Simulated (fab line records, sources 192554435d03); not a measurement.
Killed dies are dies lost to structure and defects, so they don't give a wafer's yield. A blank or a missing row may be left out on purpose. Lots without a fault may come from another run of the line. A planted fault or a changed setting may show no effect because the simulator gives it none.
fab line records | flow n5_finfet
record lots=5 wafers=15 last_day=17
route steps=1938 shown BEOL_M5@1193 BEOL_M6@1194
lots that met no fault: from a run of the same line without faults
start_h: hours from the record's first day to the start of the lot's first wafer shown | wait_h: hours since the lot's step before | " the same as in the row above | L1.1+2: a row that stands for several wafers | - no value, or no start given | * or withheld: withheld | < > ~ a bound
route shown NAME@n: a module of which the file shows steps, and the number in the route of the first | usual: mean/standard deviation of fault-free wafers | same: alike in all rows | chamber/n: place in a boat | sites: the reading at each site | _std_site: their standard deviation | _edge_site: outer sites' mean less inner sites' | radius_mm: how far each site lies from the wafer's centre | mask NAME#n: copy n | behind: the tool/chamber that last shaped the wafer | hold: why the lot was held/for how many hours/how that ended | device: the transistor (n, p or np) that didn't switch | end of line: the same wafers' tests at the end of the route | a step without rows: its recipe alone | killed: dies lost to structure and defects at the first sort, not the wafer's yield | map: a wafer's dies, x killed, . not, _ none there
set.NAME: the setting as run; set.NAME@STEP: as run at that earlier step | model.NAME: the simulator's own value behind a step, which no gauge read
lots at some steps of the route; a table a step, a row a wafer
services: from which hour (start_h, from the record's first day; less than 0 if before it) a tool's chamber was out of use, for how many hours, and why
## steps
# step N5_BEOL_M5_INSPECT_58
# recipe inspect_instrument=darkfield mode=post_dep
# usual raw_defect_count=83/26
# columns lot.wafer tool chamber start_h wait_h raw_defect_count
L079.1 defect_inspect-01 - 217.88 0.0 121
L079.5 " - " " 73
L079.6 " - " " 87
L088.4 defect_inspect-02 - 284.66 0.0 42
L088.5 " - " " 61
L088.6 " - " " 88
L090.1 defect_inspect-01 - 290.47 0.0 61
L090.4 " - " " 105
L090.5 " - " " 83
L094.2 defect_inspect-02 - 309.65 0.0 30
L094.3 " - " " 51
L094.4 " - " " 44
L095.2 defect_inspect-02 - 311.13 0.0 60
L095.5 " - " " 79
L095.6 " - " " 84
# step N5_BEOL_M6_ILD_DEP_00
# recipe material=SiCOH_lowk target_thk_a=1797.5 temp_c=300 precursor=DEMS/porogen pressure_torr=5 rf_w=500 time_s=33.4
# usual heater_power_w=319/46 showerhead_plenum_p_Torr=5.744/0.016 susceptor_temp_C=300.00/0.2 throttle_valve_pct=13.7/0.73
# columns lot.wafer tool chamber start_h wait_h heater_power_w showerhead_plenum_p_Torr susceptor_temp_C throttle_valve_pct
L079.1 pecvd-04 0 217.92 0.0 336 5.743 299.70 14.4
L079.5 " 2 " " 333 5.751 299.99 13.3
L079.6 " 0 " " 260 5.756 299.74 14.5
L088.4 pecvd-03 0 284.71 0.1 384 5.760 300.14 14.1
L088.5 " 2 " " 398 5.714 300.39 12.5
L088.6 " 1 " " 332 5.762 300.34 14.1
L090.1 pecvd-01 2 290.51 0.0 323 5.742 299.64 13.1
L090.4 " 0 " " 241 5.751 299.72 14.7
L090.5 " 2 " " 336 5.719 299.99 12.9
L094.2 pecvd-01 0 309.69 0.0 227 5.739 300.16 14.4
L094.3 " 1 " " 316 5.743 299.84 12.7
L094.4 " 0 " " 229 5.752 300.21 14.5
L095.2 pecvd-03 2 311.18 0.0 343 5.699 299.98 12.7
L095.5 " 1 " " 346 5.747 299.94 14.0
L095.6 " 0 " " 390 5.747 299.62 13.9
# step N5_BEOL_M6_CURE_74
# recipe temp_c=385 time_s=240 ambient=He/Ar material=SiCOH_lowk
# usual lamp_power_pct=52.31/0.055 wafer_temp_C_max=386.7/0.72
# columns lot.wafer tool chamber start_h wait_h lamp_power_pct wafer_temp_C_max
L079.1 uv_cure-02 1 217.98 0.0 52.37 390.2
L079.5 " 1 " " 52.32 388.4
L079.6 " 1 " " 52.32 388.3
L088.4 uv_cure-03 2 285.00 0.3 52.33 386.1
L088.5 " 2 " " 52.40 386.4
L088.6 " 2 " " 52.29 386.4
L090.1 uv_cure-02 0 290.58 0.0 52.31 386.0
L090.4 " 0 " " 52.36 385.8
L090.5 " 0 " " 52.25 386.1
L094.2 uv_cure-03 0 309.89 0.2 52.33 386.3
L094.3 " 0 " " 52.31 386.5
L094.4 " 0 " " 52.37 386.6
L095.2 uv_cure-02 0 311.33 0.1 52.29 386.3
L095.5 " 0 " " 52.33 386.3
L095.6 " 0 " " 52.22 385.9
# step N5_BEOL_M6_THK_MEAS_01
# recipe reads=SiCOH_lowk_of_BEOL_M6_ILD_DEP_00
# usual M6_ILD_THK=154.8/2.1
# columns lot.wafer tool chamber start_h wait_h M6_ILD_THK[nm]
L079.1 film_metro-02 - 218.50 0.4 155.6
L079.5 " - " " 156.6
L079.6 " - " " 157.2
L088.4 film_metro-02 - 285.27 0.2 156.5
L088.5 " - " " 156.4
L088.6 " - " " 154.0
L090.1 film_metro-02 - 291.09 0.4 154.0
L090.4 " - " " 155.3
L090.5 " - " " 156.7
L094.2 film_metro-01 - 310.32 0.4 155.0
L094.3 " - " " 155.5
L094.4 " - " " 155.8
L095.2 film_metro-01 - 311.76 0.4 152.9
L095.5 " - " " 152.0
L095.6 " - " " 156.3
# step N5_BEOL_M6_PECVD_70
# recipe material=SiO2 target_thk_a=200 temp_c=400 precursor=TEOS/O2 pressure_torr=5.5 rf_w=450 teos_flow_sccm=53.8 gas=O2 flow_sccm=3000 time_s=22.7
# usual heater_power_w=746/86 showerhead_plenum_p_Torr=8.80/0.064 susceptor_temp_C=399.97/0.23 throttle_valve_pct=22.0/1.2
# columns lot.wafer tool chamber start_h wait_h heater_power_w showerhead_plenum_p_Torr susceptor_temp_C throttle_valve_pct
L079.1 pecvd-03 1 218.53 0.0 730 8.85 400.08 23.0
L079.5 " 1 " " 747 8.83 399.61 22.6
L079.6 " 0 " " 803 8.83 400.37 22.6
L088.4 pecvd-01 2 285.33 0.1 781 8.75 400.31 20.9
L088.5 " 0 " " 562 8.86 400.13 23.5
L088.6 " 1 " " 717 8.78 400.03 20.4
L090.1 pecvd-03 2 291.13 0.0 887 8.66 400.23 20.0
L090.4 " 1 " " 754 8.86 400.15 22.8
L090.5 " 2 " " 879 8.64 400.07 19.9
L094.2 pecvd-04 1 310.36 0.0 762 8.83 400.32 22.4
L094.3 " 0 " " 712 8.84 399.92 23.4
L094.4 " 2 " " 759 8.81 399.91 21.8
L095.2 pecvd-03 0 311.80 0.0 747 8.86 399.56 22.7
L095.5 " 2 " " 865 8.61 399.98 20.1
L095.6 " 1 " " 646 8.83 400.08 22.8
# step N5_BEOL_M6_HM_DEP_02
# recipe material=TiN target_thk_a=200 temp_c=25 chamber_pressure_pa=0.49996
# usual susceptor_temp_C=25.01/0.12 throttle_valve_pct=29.8/1.1
# columns lot.wafer tool chamber start_h wait_h susceptor_temp_C throttle_valve_pct
L079.1 pvd_sputter-02 - 221.70 3.2 24.86 30.1
L079.5 " - " " 24.81 31.1
L079.6 " - " " 24.99 29.2
L088.4 pvd_sputter-03 - 285.38 0.0 25.06 29.3
L088.5 " - " " 25.18 30.0
L088.6 " - " " 25.06 29.5
L090.1 pvd_sputter-02 - 291.62 0.5 25.16 29.3
L090.4 " - " " 25.03 30.1
L090.5 " - " " 25.12 29.8
L094.2 pvd_sputter-02 - 311.58 1.2 24.91 30.0
L094.3 " - " " 24.98 29.3
L094.4 " - " " 25.04 28.3
L095.2 pvd_sputter-03 - 313.31 1.5 24.81 30.2
L095.5 " - " " 24.90 29.2
L095.6 " - " " 25.11 29.4
# step N5_BEOL_M6_COAT_59
# recipe resist=SOC temp_c=250 time_s=60 spin_rpm=1500 resist_thk_nm=100
# usual chill_plate_temp_C=22.99/0.097 plate_temp_C=250.01/0.16 resist_line_temp_C=23.02/0.11 spin_speed_rpm=1500.1/0.99
# columns lot.wafer tool chamber start_h wait_h chill_plate_temp_C plate_temp_C resist_line_temp_C spin_speed_rpm
L079.1 litho_track-02 0 221.84 0.1 23.06 249.87 23.09 1500.0
L079.5 " 0 " " 23.25 249.98 23.09 1500.3
L079.6 " 0 " " 22.94 250.05 23.06 1501.4
L088.4 litho_track-05 0 285.51 0.1 22.94 250.01 22.92 1501.0
L088.5 " 0 " " 22.88 250.18 22.80 1501.5
L088.6 " 0 " " 22.89 250.20 22.79 1501.3
L090.1 litho_track-05 0 291.74 0.1 23.00 250.00 23.14 1498.4
L090.4 " 0 " " 22.99 250.02 23.12 1499.1
L090.5 " 0 " " 22.94 250.13 23.01 1498.2
L094.2 litho_track-02 0 311.71 0.1 22.98 249.81 23.08 1501.5
L094.3 " 0 " " 22.95 249.65 22.92 1499.8
L094.4 " 0 " " 22.88 249.81 22.88 1500.3
L095.2 litho_track-02 0 313.43 0.1 23.03 250.28 22.81 1501.1
L095.5 " 0 " " 22.90 249.99 23.02 1501.4
L095.6 " 0 " " 23.00 249.87 22.87 1500.4
# step N5_BEOL_M6_COAT_60
# recipe resist=SiARC temp_c=220 time_s=60 spin_rpm=1500 resist_thk_nm=35
# usual chill_plate_temp_C=22.98/0.1 plate_temp_C=220.00/0.16 resist_line_temp_C=23.03/0.1 spin_speed_rpm=1500.1/0.99
# columns lot.wafer tool chamber start_h wait_h chill_plate_temp_C plate_temp_C resist_line_temp_C spin_speed_rpm
L079.1 litho_track-02 0 - - 23.02 220.02 22.99 1498.9
L079.5 " 0 " " 23.08 220.16 22.82 1501.6
L079.6 " 0 " " 22.93 219.97 22.86 1500.0
L088.4 litho_track-05 0 - - 23.08 219.78 23.00 1500.0
L088.5 " 0 " " 23.13 219.82 23.10 1498.5
L088.6 " 0 " " 23.14 219.92 23.12 1500.2
L090.1 litho_track-05 0 - - 22.96 219.61 22.87 1500.3
L090.4 " 0 " " 23.05 219.77 22.98 1501.2
L090.5 " 0 " " 23.01 219.98 22.91 1500.7
L094.2 litho_track-02 0 - - 22.90 219.77 23.19 1499.7
L094.3 " 0 " " 22.87 220.20 23.10 1500.4
L094.4 " 0 " " 22.94 220.01 23.10 1499.4
L095.2 litho_track-02 0 - - 23.07 220.15 22.88 1499.0
L095.5 " 0 " " 22.90 220.46 22.93 1500.0
L095.6 " 0 " " 22.96 220.27 23.05 1501.1
# step N5_BEOL_M6_COAT_05
# recipe resist=CAR-ArF spin_rpm=1500 resist_thk_nm=90
# usual chill_plate_temp_C=22.97/0.097 resist_line_temp_C=22.99/0.11 spin_speed_rpm=1499.9/0.97
# columns lot.wafer tool chamber start_h wait_h chill_plate_temp_C resist_line_temp_C spin_speed_rpm
L079.1 litho_track-02 0 - - 22.93 23.10 1501.2
L079.5 " 0 " " 22.94 22.78 1499.7
L079.6 " 0 " " 22.93 22.98 1500.9
L088.4 litho_track-05 0 - - 22.96 23.29 1501.0
L088.5 " 0 " " 23.02 23.14 1500.1
L088.6 " 0 " " 23.00 23.13 1500.4
L090.1 litho_track-05 0 - - 23.05 22.94 1500.3
L090.4 " 0 " " 23.01 22.95 1501.2
L090.5 " 0 " " 23.03 22.85 1500.1
L094.2 litho_track-02 0 - - 22.87 22.88 1499.9
L094.3 " 0 " " 23.00 22.99 1498.9
L094.4 " 0 " " 22.96 22.91 1500.2
L095.2 litho_track-02 0 - - 22.94 23.02 1500.1
L095.5 " 0 " " 22.73 23.11 1499.8
L095.6 " 0 " " 22.94 23.07 1498.5
# step N5_BEOL_M6_EBR_07
# recipe solvent=PGMEA ebr_width_mm=1.5
# usual chill_plate_temp_C=23.01/0.11 resist_line_temp_C=23.00/0.12
# columns lot.wafer tool chamber start_h wait_h chill_plate_temp_C resist_line_temp_C
L079.1 litho_track-02 0 - - 22.93 23.06
L079.5 " 0 " " 23.00 23.11
L079.6 " 0 " " 23.02 23.03
L088.4 litho_track-05 0 - - 22.93 22.82
L088.5 " 0 " " 22.95 22.95
L088.6 " 0 " " 22.97 22.98
L090.1 litho_track-05 0 - - 23.17 22.75
L090.4 " 0 " " 23.02 22.72
L090.5 " 0 " " 22.99 22.89
L094.2 litho_track-02 0 - - 23.20 22.83
L094.3 " 0 " " 23.16 23.02
L094.4 " 0 " " 23.16 22.86
L095.2 litho_track-02 0 - - 23.07 23.16
L095.5 " 0 " " 23.14 23.01
L095.6 " 0 " " 23.11 23.08
# step N5_BEOL_M6_SOFTBAKE_06
# recipe temp_c=110 time_s=60 resist=CAR-ArF
# usual chill_plate_temp_C=23.01/0.1 plate_temp_C=109.98/0.12 resist_line_temp_C=23.01/0.1
# columns lot.wafer tool chamber start_h wait_h chill_plate_temp_C plate_temp_C resist_line_temp_C
L079.1 litho_track-02 0 - - 23.03 109.76 22.95
L079.5 " 0 " " 22.89 109.90 23.05
L079.6 " 0 " " 22.94 109.91 22.81
L088.4 litho_track-05 0 - - 23.00 109.78 23.04
L088.5 " 0 " " 23.10 110.04 23.03
L088.6 " 0 " " 22.88 109.87 22.91
L090.1 litho_track-05 0 - - 23.25 109.88 23.11
L090.4 " 0 " " 23.00 109.86 23.24
L090.5 " 0 " " 22.99 109.94 23.07
L094.2 litho_track-02 0 - - 22.78 109.92 23.06
L094.3 " 0 " " 23.00 110.13 23.01
L094.4 " 0 " " 23.03 110.09 23.11
L095.2 litho_track-02 0 - - 23.07 109.94 23.03
L095.5 " 0 " " 23.07 110.06 23.16
L095.6 " 0 " " 23.16 109.78 23.00
# step N5_BEOL_M6_EXPOSE_08
# recipe mask_id=M6 na=1.35 source_shape=dipole sigma_inner=0.817 sigma_outer=0.97 polarization=te dose_mj=68.25
# columns lot.wafer tool chamber start_h wait_h mask
L079.1+5+6 arfi_scanner-01 0 222.08 - M6#0
L088.4+5+6 arfi_scanner-01 0 285.77 - M6#0
L090.1+4+5 arfi_scanner-03 0 291.99 - M6#0
L094.2+3+4 arfi_scanner-03 0 311.95 - M6#0
L095.2+5+6 arfi_scanner-03 0 313.56 - M6#0
# step N5_BEOL_M6_PEB_09
# recipe peb_temp_c=withheld peb_time_s=60 resist=CAR-ArF
# usual chill_plate_temp_C=23.01/0.1 resist_line_temp_C=22.98/0.11
# columns lot.wafer tool chamber start_h wait_h chill_plate_temp_C resist_line_temp_C
L079.1 litho_track-01 0 222.14 0.1 23.06 22.92
L079.5 " 0 " " 23.10 23.01
L079.6 " 0 " " 23.01 23.08
L088.4 litho_track-01 0 285.81 0.0 23.12 22.97
L088.5 " 0 " " 22.92 22.76
L088.6 " 0 " " 22.97 22.89
L090.1 litho_track-05 0 292.05 0.1 23.17 22.96
L090.4 " 0 " " 22.92 23.03
L090.5 " 0 " " 22.94 22.68
L094.2 litho_track-05 0 312.01 0.0 22.84 23.12
L094.3 " 0 " " 22.96 22.75
L094.4 " 0 " " 22.97 23.03
L095.2 litho_track-01 0 313.61 0.0 22.95 22.80
L095.5 " 0 " " 22.94 22.99
L095.6 " 0 " " 22.93 22.90
# step N5_BEOL_M6_DEVELOP_10
# recipe develop_time_s=30 developer=TMAH resist=CAR-ArF rinse_liquid=diw dry=air_spin dev_temp_c=23
# usual chill_plate_temp_C=22.99/0.11 resist_line_temp_C=22.98/0.12
# columns lot.wafer tool chamber start_h wait_h chill_plate_temp_C resist_line_temp_C
L079.1 litho_track-01 0 - - 23.01 23.06
L079.5 " 0 " " 22.91 23.10
L079.6 " 0 " " 23.04 22.87
L088.4 litho_track-01 0 - - 22.97 23.02
L088.5 " 0 " " 22.90 23.05
L088.6 " 0 " " 23.00 22.85
L090.1 litho_track-05 0 - - 23.04 22.99
L090.4 " 0 " " 23.05 23.15
L090.5 " 0 " " 23.11 23.16
L094.2 litho_track-05 0 - - 22.81 23.02
L094.3 " 0 " " 22.76 22.99
L094.4 " 0 " " 22.82 23.16
L095.2 litho_track-01 0 - - 22.86 22.99
L095.5 " 0 " " 22.82 22.89
L095.6 " 0 " " 23.01 22.97
# step N5_BEOL_M6_CD_MEAS_11
# recipe target_cd_nm=38.5 landing_energy_ev=500 detector=se_inlens polarity=opening
# usual cd_nm=38.4/0.43
# columns lot.wafer tool chamber start_h wait_h cd_nm
L079.1 cd_sem-03 0 222.21 - 38.8
L079.5 " 0 " " 38.0
L079.6 " 0 " " 37.7
L088.4 cd_sem-01 0 285.88 - 38.1
L088.5 " 0 " " 38.4
L088.6 " 0 " " 38.0
L090.1 cd_sem-01 0 292.12 - 39.0
L090.4 " 0 " " 38.1
L090.5 " 0 " " 38.8
L094.2 cd_sem-03 0 312.08 - 38.1
L094.3 " 0 " " 38.6
L094.4 " 0 " " 38.7
L095.2 cd_sem-01 0 313.68 - 38.6
L095.5 " 0 " " 37.9
L095.6 " 0 " " 38.5
# step N5_BEOL_M6_OVL_MEAS_12
# recipe points_per_wafer=44
# usual M6_OVL=0.3/0.82
# columns lot.wafer tool chamber start_h wait_h M6_OVL[nm]
L079.1 overlay-01 0 222.24 0.0 0.0
L079.5 " 0 " " -0.2
L079.6 " 0 " " 0.6
L088.4 overlay-02 0 285.92 0.0 -0.3
L088.5 " 0 " " -0.1
L088.6 " 0 " " 0.6
L090.1 overlay-02 0 292.15 0.0 0.9
L090.4 " 0 " " 1.9
L090.5 " 0 " " 1.4
L094.2 overlay-02 0 312.11 0.0 1.2
L094.3 " 0 " " 1.7
L094.4 " 0 " " 0.5
L095.2 overlay-01 0 313.71 0.0 0.3
L095.5 " 0 " " 1.2
L095.6 " 0 " " 0.4
# step N5_BEOL_M6_INSPECT_13
# recipe mode=adi inspect_instrument=brightfield
# usual raw_defect_count=439/88
# columns lot.wafer tool chamber start_h wait_h raw_defect_count
L079.1 defect_inspect-01 - 222.26 0.0 547
L079.5 " - " " 513
L079.6 " - " " 542
L088.4 defect_inspect-02 - 285.94 0.0 336
L088.5 " - " " 430
L088.6 " - " " 385
L090.1 defect_inspect-01 - 292.17 0.0 311
L090.4 " - " " 416
L090.5 " - " " 444
L094.2 defect_inspect-02 - 312.13 0.0 346
L094.3 " - " " 387
L094.4 " - " " 454
L095.2 defect_inspect-02 - 313.74 0.0 365
L095.5 " - " " 325
L095.6 " - " " 329
# step N5_BEOL_M6_DESCUM_16
# recipe chemistry=O2 time_s=7.9 source_power_w=50 bias_power_w=20 pressure_mtorr=20 rf_frequency_hz=2.712e+07 temp_c=40 resist=CAR-ArF o2_flow_sccm=225
# usual chamber_pressure_mTorr=20.000/0.017 drypump_motor_current_A=5.7/0.34 o2_flow_sccm=225.0/0.66 oes_product_au=0.79/0.093 rf_vpp_V=243.4/1.3 showerhead_plenum_p_Torr=2.11/0.066 temp_c=40.00/0.12 throttle_valve_pct=20.42/0.25
# columns lot.wafer tool chamber start_h wait_h chamber_pressure_mTorr drypump_motor_current_A o2_flow_sccm oes_product_au rf_hours_counter_h rf_vpp_V showerhead_plenum_p_Torr temp_c throttle_valve_pct
L079.1 rie_diel-03 2 222.30 0.0 20.014 5.0 225.5 0.73 194 243.7 2.10 40.19 20.42
L079.5 " 1 " " 20.034 5.7 224.2 0.83 - 242.6 2.10 40.07 20.20
L079.6 " 0 " " 20.005 5.9 224.0 0.73 - 244.4 2.17 39.86 20.30
L088.4 rie_diel-03 1 285.97 0.0 20.016 5.7 224.9 0.81 100 242.4 2.10 40.23 20.26
L088.5 " 3 " " 20.006 5.7 224.6 0.77 - 241.4 1.98 40.15 19.90
L088.6 " 2 " " 19.998 5.0 224.7 0.71 - 241.9 2.09 39.92 20.45
L090.1 rie_diel-01 0 292.41 0.2 20.019 5.9 226.0 0.85 56 243.6 2.04 40.16 20.38
L090.4 " 0 " " 19.984 5.9 224.9 0.86 - 241.9 2.04 39.99 20.39
L090.5 " 2 " " 20.003 5.7 225.0 0.89 - 243.0 2.05 40.15 20.57
L094.2 rie_diel-01 0 312.16 0.0 19.972 5.9 225.1 0.85 65 241.7 2.04 39.90 20.39
L094.3 " 3 " " 20.000 5.5 225.8 0.96 4 242.9 2.06 40.06 20.48
L094.4 " 2 " " 20.019 5.7 224.1 0.87 - 243.5 2.04 40.12 20.57
L095.2 rie_diel-05 3 313.77 0.0 19.989 6.5 225.7 0.90 41 246.2 2.23 40.00 20.35
L095.5 " 1 " " 19.963 5.6 224.7 0.70 - 244.7 2.14 40.13 20.54
L095.6 " 2 " " 20.001 5.2 224.5 0.97 - 244.7 2.14 40.20 20.52
# step N5_BEOL_M6_ETCH_61
# recipe chemistry=CF4 target=SiARC target_depth_a=455 mask_material=CAR-ArF time_s=75.8 ion_energy_ev=80 pressure_mtorr=40 source_w=545 bias_w=36 Ar_flow_sccm=100 cf4_flow_sccm=100 ends=cleared
# usual chamber_pressure_mTorr=40.00/0.038 drypump_motor_current_A=5.7/0.34 etch_rf_on_time_s=76.0/2.4 oes_product_au=0.67/0.081 rf_vpp_V=184.3/1.1 showerhead_plenum_p_Torr=2.16/0.063 throttle_valve_pct=15.61/0.23
# columns lot.wafer tool chamber start_h wait_h chamber_pressure_mTorr drypump_motor_current_A etch_rf_on_time_s oes_product_au rf_hours_counter_h rf_vpp_V showerhead_plenum_p_Torr throttle_valve_pct
L079.1 rie_diel-03 2 222.33 0.0 40.01 5.0 77.1 0.62 194 184.5 2.13 15.54
L079.5 " 1 " " 40.04 5.7 76.4 0.71 - 185.3 2.15 15.41
L079.6 " 0 " " 40.03 5.9 78.8 0.62 - 185.4 2.22 15.56
L088.4 rie_diel-03 1 286.01 0.0 39.97 5.7 76.2 0.68 100 183.4 2.14 15.45
L088.5 " 3 " " 39.97 5.7 73.7 0.66 - 183.0 2.05 15.32
L088.6 " 2 " " 39.97 5.0 77.3 0.61 - 183.6 2.12 15.59
L090.1 rie_diel-01 0 292.45 0.0 40.00 5.9 75.9 0.72 56 183.4 2.09 15.48
L090.4 " 0 " " 40.05 5.9 75.5 0.72 - 182.5 2.09 15.47
L090.5 " 2 " " 39.96 5.7 72.5 0.77 - 183.8 2.09 15.64
L094.2 rie_diel-01 0 312.20 0.0 40.00 5.9 76.1 0.71 65 183.6 2.09 15.50
L094.3 " 3 " " 40.00 5.5 72.1 0.83 4 183.6 2.12 15.58
L094.4 " 2 " " 39.98 5.7 72.0 0.74 - 181.6 2.09 15.66
L095.2 rie_diel-05 3 313.80 0.0 39.98 6.4 74.4 0.76 41 187.4 2.28 15.48
L095.5 " 1 " " 40.08 5.6 80.1 0.59 - 184.0 2.18 15.71
L095.6 " 2 " " 40.07 5.2 78.5 0.82 - 185.6 2.20 15.60
# step N5_BEOL_M6_ETCH_62
# recipe chemistry=N2/H2 target=SOC target_depth_a=1100 overetch_a=220 mask_material=SiARC temp_c=40 time_s=165 ion_energy_ev=200 pressure_mtorr=30 source_w=840 bias_w=150 n2_flow_sccm=200 h2_flow_sccm=200
# usual chamber_pressure_mTorr=30.000/0.025 drypump_motor_current_A=5.7/0.35 oes_product_au=0.67/0.073 rf_vpp_V=524.4/2.2 showerhead_plenum_p_Torr=2.56/0.07 temp_c=40.01/0.13 throttle_valve_pct=17.84/0.27
# columns lot.wafer tool chamber start_h wait_h chamber_pressure_mTorr drypump_motor_current_A oes_product_au rf_hours_counter_h rf_vpp_V showerhead_plenum_p_Torr temp_c throttle_valve_pct
L079.1 rie_diel-03 2 222.39 0.0 30.033 5.0 0.62 194 524.4 2.54 39.88 17.77
L079.5 " 1 " " 30.022 5.7 0.70 - 524.3 2.58 39.80 17.74
L079.6 " 0 " " 29.978 5.9 0.62 - 527.2 2.63 40.14 17.65
L088.4 rie_diel-03 1 286.07 0.0 29.984 5.6 0.67 100 524.9 2.57 39.95 17.78
L088.5 " 3 " " 29.971 5.7 0.65 - 520.6 2.45 40.03 17.58
L088.6 " 2 " " 29.999 5.0 0.61 - 523.0 2.53 40.01 17.82
L090.1 rie_diel-01 0 292.50 0.0 30.007 5.9 0.72 56 522.8 2.49 39.91 17.83
L090.4 " 0 " " 30.022 5.9 0.71 - 522.7 2.49 40.10 17.82
L090.5 " 2 " " 29.986 5.7 0.74 - 521.4 2.49 40.05 17.94
L094.2 rie_diel-01 0 312.26 0.0 30.009 5.9 0.70 65 521.8 2.49 40.11 17.86
L094.3 " 3 " " 30.007 5.5 0.79 4 522.2 2.50 40.02 17.80
L094.4 " 2 " " 30.001 5.7 0.73 - 523.3 2.48 39.92 17.95
L095.2 rie_diel-05 3 313.86 0.0 29.982 6.5 0.75 41 527.0 2.68 40.03 17.56
L095.5 " 1 " " 29.986 5.6 0.61 - 526.4 2.58 39.99 17.78
L095.6 " 2 " " 30.001 5.2 0.84 - 526.3 2.62 39.89 18.04
# step N5_BEOL_M6_STRIP_68
# recipe chemistry=N2/H2 temp_c=40 n2_flow_sccm=200 h2_flow_sccm=200 rf_frequency_hz=6e+07
# columns lot.wafer tool chamber start_h wait_h
L079.1+5+6 rie_diel-03 2,1,0 222.52 0.1
L088.4+5+6 rie_diel-03 1,3,2 286.20 0.1
L090.1+4+5 rie_diel-01 0,0,2 292.64 0.1
L094.2+3+4 rie_diel-01 0,3,2 312.39 0.1
L095.2+5+6 rie_diel-05 3,1,2 314.00 0.1
# step N5_BEOL_M6_STRIP_67
# recipe chemistry=CF4 resist=SiARC power_w=300 bias_power_w=75 pressure_mtorr=50 cf4_flow_sccm=150 rf_frequency_hz=6e+07
# usual chamber_pressure_mTorr=50.00/0.056 drypump_motor_current_A=5.7/0.34 oes_product_au=0.79/0.086 rf_vpp_V=271.3/1.3 showerhead_plenum_p_Torr=1.81/0.051 throttle_valve_pct=13.60/0.24
# columns lot.wafer tool chamber start_h wait_h chamber_pressure_mTorr drypump_motor_current_A oes_product_au rf_hours_counter_h rf_vpp_V showerhead_plenum_p_Torr throttle_valve_pct
L079.1 rie_diel-03 2 222.53 0.0 49.99 5.0 0.74 194 271.9 1.79 13.55
L079.5 " 1 " " 50.01 5.7 0.83 - 270.8 1.80 13.39
L079.6 " 0 " " 50.03 5.9 0.74 - 272.5 1.87 13.59
L088.4 rie_diel-03 1 286.21 0.0 50.03 5.7 0.80 100 271.9 1.80 13.43
L088.5 " 3 " " 50.07 5.7 0.76 - 269.0 1.73 13.35
L088.6 " 2 " " 49.96 5.0 0.72 - 269.4 1.78 13.58
L090.1 rie_diel-01 0 292.65 0.0 50.03 5.9 0.85 56 271.2 1.75 13.39
L090.4 " 0 " " 49.96 5.9 0.84 - 270.6 1.75 13.41
L090.5 " 2 " " 50.01 5.7 0.87 - 270.2 1.76 13.58
L094.2 rie_diel-01 0 312.40 0.0 50.01 5.9 0.84 65 270.0 1.74 13.43
L094.3 " 3 " " 50.00 5.5 0.94 5 270.7 1.77 13.46
L094.4 " 2 " " 50.00 5.7 0.86 - 268.8 1.75 13.61
L095.2 rie_diel-05 3 314.01 0.0 49.94 6.5 0.88 41 273.4 1.89 13.34
L095.5 " 1 " " 50.05 5.6 0.72 - 273.2 1.82 13.73
L095.6 " 2 " " 50.00 5.2 0.99 - 271.6 1.84 13.52
# step N5_BEOL_M6_HM_OPEN_17
# recipe chemistry=Cl2/BCl3 target_depth_a=200 overetch_a=60 target=TiN mask_material=SOC ion_energy_ev=150 pressure_mtorr=10 icp_w=1000 bias_w=126 Cl2_flow_sccm=53.25 bcl3_flow_sccm=21.75 Ar_flow_sccm=25
# usual chamber_pressure_mTorr=10.000/0.011 drypump_motor_current_A=6.2/0.45 oes_product_au=0.67/0.099 throttle_valve_pct=22.03/0.14
# columns lot.wafer tool chamber start_h wait_h chamber_pressure_mTorr drypump_motor_current_A oes_product_au rf_hours_counter_h throttle_valve_pct
L079.1 rie_metal-03 1 222.58 0.0 10.000 6.4 0.71 25 21.82
L079.5 " 1 " " 10.008 6.5 0.70 - 21.83
L079.6 " 0 " " 10.005 5.4 0.62 - 22.16
L088.4 rie_metal-03 1 286.28 0.1 10.008 6.5 0.69 - 21.88
L088.5 " 1 " " 10.013 6.5 0.69 - 21.84
L088.6 " 0 " " 10.017 5.4 0.60 - 22.18
L090.1 rie_metal-03 0 292.69 0.0 10.006 5.4 0.60 71 22.19
L090.4 " 0 " " 10.016 5.4 0.60 - 22.19
L090.5 " 1 " " 9.995 6.5 0.70 - 21.88
L094.2 rie_metal-02 1 312.44 0.0 10.005 6.6 0.66 43 22.08
L094.3 " 1 " " 9.997 6.6 0.68 - 22.09
L094.4 " 0 " " 10.004 5.8 0.55 - 22.17
L095.2 rie_metal-01 0 314.05 0.0 10.008 6.3 0.81 3 22.01
L095.5 " 1 " " 9.996 6.6 0.76 - 21.91
L095.6 " 0 " " 10.005 6.2 0.81 - 22.03
## services
# columns tool chamber start_h hours kind
pecvd-03 - 195.89 6.0 pm
arfi_scanner-03 - 196.44 5.0 pm
rie_diel-01 - 198.29 0.4 repair
arfi_scanner-01 - 204.70 1.0 pm
arfi_scanner-01 - 206.28 4.9 pm
pecvd-03 - 207.52 4.3 pm
arfi_scanner-03 - 221.94 0.7 repair
pecvd-04 - 226.86 0.3 repair
arfi_scanner-03 - 229.68 1.3 pm
arfi_scanner-01 - 235.84 0.8 pm
arfi_scanner-03 - 237.54 1.0 pm
rie_diel-01 0 243.88 4.7 repair
rie_diel-01 - 251.62 1.0 repair
arfi_scanner-03 - 259.81 0.7 repair
rie_metal-01 0 261.52 7.2 repair
arfi_scanner-01 - 293.00 1.3 pm
arfi_scanner-03 - 294.16 0.8 pm
rie_diel-03 - 296.94 2.7 repair
arfi_scanner-03 - 297.23 1.0 pm
rie_metal-02 - 299.20 2.8 pm
rie_diel-03 - 300.72 0.3 repair
pecvd-04 - 305.06 0.7 repair
rie_diel-01 1 309.69 18.4 repair
pecvd-04 1 311.86 2.0 repair
## key
fault none
